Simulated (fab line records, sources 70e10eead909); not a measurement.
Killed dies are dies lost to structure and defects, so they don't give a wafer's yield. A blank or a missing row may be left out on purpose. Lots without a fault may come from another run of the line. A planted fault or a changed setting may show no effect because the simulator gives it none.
Which tool did it? | flow nand_harc | 13 lots, 39 wafers sampled, at 6 steps of a route of 1159

WHAT THE GAUGES READ, wafer by wafer
NHARC_A_ZERO_WELL_INSPECT_17.
lot  | measured     | on                | raw_defect_count
L896 | day 7 01:03  | defect_inspect-01 | 6 2 6
L897 | day 7 05:04  | defect_inspect-02 | 23 15 9
L899 | day 7 15:19  | defect_inspect-01 | 15 9 19
L901 | day 8 04:13  | defect_inspect-02 | 23 17 26
L902 | day 8 06:32  | defect_inspect-02 | 8 10 12
L906 | day 9 22:52  | defect_inspect-01 | 11 7 12
L908 | day 10 05:05 | defect_inspect-02 | 9 6 12
L907 | day 10 06:23 | defect_inspect-01 | 18 14 10
L911 | day 10 22:21 | defect_inspect-02 | 15 18 18
L912 | day 11 00:22 | defect_inspect-01 | 10 13 12
L916 | day 11 12:34 | defect_inspect-02 | 4 2 6
L915 | day 11 13:23 | defect_inspect-01 | 11 14 9
L917 | day 12 00:46 | defect_inspect-01 | 15 13 12

NHARC_A_SOURCE_PLATE_INSPECT_08.
lot  | measured     | on                | raw_defect_count
L896 | day 7 21:28  | defect_inspect-01 | 91 47 51
L897 | day 8 01:23  | defect_inspect-01 | 72 47 87
L899 | day 8 14:23  | defect_inspect-01 | 49 72 147
L901 | day 9 00:27  | defect_inspect-02 | 70 64 35
L902 | day 9 00:27  | defect_inspect-01 | 89 58 91
L906 | day 10 20:10 | defect_inspect-02 | 98 64 94
L908 | day 11 02:01 | defect_inspect-01 | 40 77 71
L907 | day 11 02:01 | defect_inspect-02 | 128 65 58
L911 | day 11 18:25 | defect_inspect-01 | 75 65 72
L912 | day 11 18:24 | defect_inspect-02 | 41 101 93
L916 | day 12 10:15 | defect_inspect-02 | 36 51 49
L915 | day 12 10:15 | defect_inspect-01 | 47 85 46
L917 | day 12 21:26 | defect_inspect-02 | 77 57 122

NHARC_A_ONON_D1_THK_MEAS_08: measures by ellipsometry.
lot  | measured     | on            | thk_nm (nm)
L896 | day 7 23:11  | film_metro-01 | 1008 1008 1007
L897 | day 8 03:05  | film_metro-02 | 1012 1011 1012
L899 | day 8 16:07  | film_metro-02 | 996 997 996
L901 | day 9 02:11  | film_metro-02 | 998 998 999
L902 | day 9 02:10  | film_metro-01 | 1000 1001 1000
L906 | day 10 21:53 | film_metro-02 | 1000 1000 1001
L908 | day 11 03:52 | film_metro-02 | 1003 1004 1002
L907 | day 11 03:43 | film_metro-02 | 1010 1010 1009
L911 | day 11 20:28 | film_metro-02 | 496 495 496
L912 | day 11 20:07 | film_metro-02 | 520 518 518
L916 | day 12 11:59 | film_metro-01 | 512 508 508
L915 | day 12 11:59 | film_metro-02 | 1000 1001 1001
L917 | day 12 23:17 | film_metro-01 | 985 984 985

NHARC_END_SORT_01.
lot  | measured     | on        | killed_at_array | killed_at_other | killed_at_periphery | killed_dies | killed_open | killed_short
L911 | day 24 08:30 | prober-02 | 674 672 673     | 1 3 1           | 2 2 3               | 677 677 677 | 2 3 5       | 1 4 7
L912 | day 24 15:31 | prober-02 | 671 673 674     | 0 0 1           | 6 4 2               | 677 677 677 | 5 2 6       | 3 2 2
L916 | day 24 23:18 | prober-02 | 675 676 674     | 0 0 0           | 2 1 3               | 677 677 677 | 1 1 5       | 0 2 2

WHICH TOOL RAN EACH LOT (tool, then ch and the chambers of the sampled wafers, then the start)
lot  | NHARC_A_ZERO_WELL_ETCH_13        | NHARC_A_ONON_D1_DEP_06
L896 | rie_si-05 ch 0,2,3, day 6 23:58  | pecvd_onon-04 ch 0, day 7 22:44
L897 | rie_si-05 ch 0,1,3, day 7 03:56  | pecvd_onon-01 ch 0, day 8 02:38
L899 | rie_si-05 ch 1,2,3, day 7 14:13  | pecvd_onon-04 ch 0, day 8 15:40
L901 | rie_si-05 ch 0,1,3, day 8 03:07  | pecvd_onon-01 ch 0, day 9 01:43
L902 | rie_si-02 ch 1,2,3, day 8 05:27  | pecvd_onon-04 ch 0, day 9 01:39
L906 | rie_si-05 ch 0,1,3, day 9 21:45  | pecvd_onon-03 ch 0, day 10 21:22
L908 | rie_si-05 ch 0,1,2, day 10 03:59 | pecvd_onon-01 ch 0, day 11 03:24
L907 | rie_si-02 ch 1,2, day 10 05:17   | pecvd_onon-03 ch 0, day 11 03:12
L911 | rie_si-01 ch 1,2, day 10 21:12   | pecvd_onon-01 ch 0, day 11 20:01
L912 | rie_si-02 ch 1,3, day 10 23:17   | pecvd_onon-01 ch 0, day 11 19:36
L916 | rie_si-02 ch 1,2,3, day 11 11:27 | pecvd_onon-01 ch 0, day 12 11:29
L915 | rie_si-01 ch 0,1,2, day 11 12:16 | pecvd_onon-03 ch 0, day 12 11:29
L917 | rie_si-05 ch 0,1,2, day 11 23:41 | pecvd_onon-03 ch 0, day 12 22:50
- NHARC_A_ZERO_WELL_ETCH_13: etches the open film in HBr/Cl2, target depth 120 nm, time 40.1 s.
- NHARC_A_ONON_D1_DEP_06: target thk 1000 nm.

WHAT THE TOOLS THEMSELVES READ (means of the sampled wafers that have a number; where no wafer has one, the mark that the record gives instead)
NHARC_A_ZERO_WELL_ETCH_13.
lot  | tool      | chamber_pressure_mTorr (mTorr) | drypump_motor_current_A (A) | oes_product_au (a.u.) | throttle_valve_pct (%)
L896 | rie_si-05 | 15.005                         | 6.0                         | 1.002                 | 26.415
L897 | rie_si-05 | 14.999                         | 5.8                         | 0.998                 | 26.405
L899 | rie_si-05 | 15.010                         | 6.0                         | 1.022                 | 26.403
L901 | rie_si-05 | 15.012                         | 5.8                         | 1.009                 | 26.400
L902 | rie_si-02 | 15.010                         | 5.6                         | 1.008                 | 26.407
L906 | rie_si-05 | 15.004                         | 5.8                         | 1.009                 | 26.411
L908 | rie_si-05 | 14.998                         | 5.8                         | 0.993                 | 26.389
L907 | rie_si-02 | 15.011                         | 5.6                         | 0.994                 | 26.413
L911 | rie_si-01 | 15.002                         | 5.8                         | 1.003                 | 26.401
L912 | rie_si-02 | 14.984                         | 5.9                         | 0.974                 | 26.408
L916 | rie_si-02 | 15.008                         | 5.6                         | 0.979                 | 26.407
L915 | rie_si-01 | 14.991                         | 5.6                         | 0.997                 | 26.404
L917 | rie_si-05 | 14.988                         | 5.8                         | 0.983                 | 26.405

THE ANSWER, worked out from the rows above alone
Rule: what is usual is taken from the lots themselves. Put in order of their means at a reading, lots are off if they are a third of the lots or fewer, leave a main group of 4 or more, and stand apart from it by a gap of 3 or more times the standard deviation of the main group's means; of several such gaps the widest counts. A main group whose means are all the same, to the digits that the tables above print for the reading, isn't used. A lot without any number at a reading at which 4 lots or more have one is off too. The other lots that the step has rows for count as sound. The gauges are gone through in route order, then the tools' own readings, and for those a lot's mean is taken as printed above. The first step at which some lot is off is used, and at that step the reading that is off furthest; a lot without a number counts as furthest.
Off: L911, L912, L916, at NHARC_A_ONON_D1_THK_MEAS_08 (thk_nm). The main group: mean 1001 nm, standard deviation 7.3.
A tool fits if, at a process step before that reading, it ran every lot that is off, and no sound lot after the first of them. The gauges at NHARC_A_ONON_D1_THK_MEAS_08 are tried like those tools. One fits: pecvd_onon-01 at NHARC_A_ONON_D1_DEP_06. Its last sound lot is L908 (day 11 03:24), its first lot that is off L912 (day 11 19:36): a fault that began between those two fits.

WHAT THE SIMULATOR HAD PUT IN
Process parameter drift: pecvd_onon-01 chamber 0, from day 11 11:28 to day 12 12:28, at NHARC_A_ONON_D1_DEP_06. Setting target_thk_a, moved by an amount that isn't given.
Lots struck among those shown: L911, L912, L916. The rule above found the same.
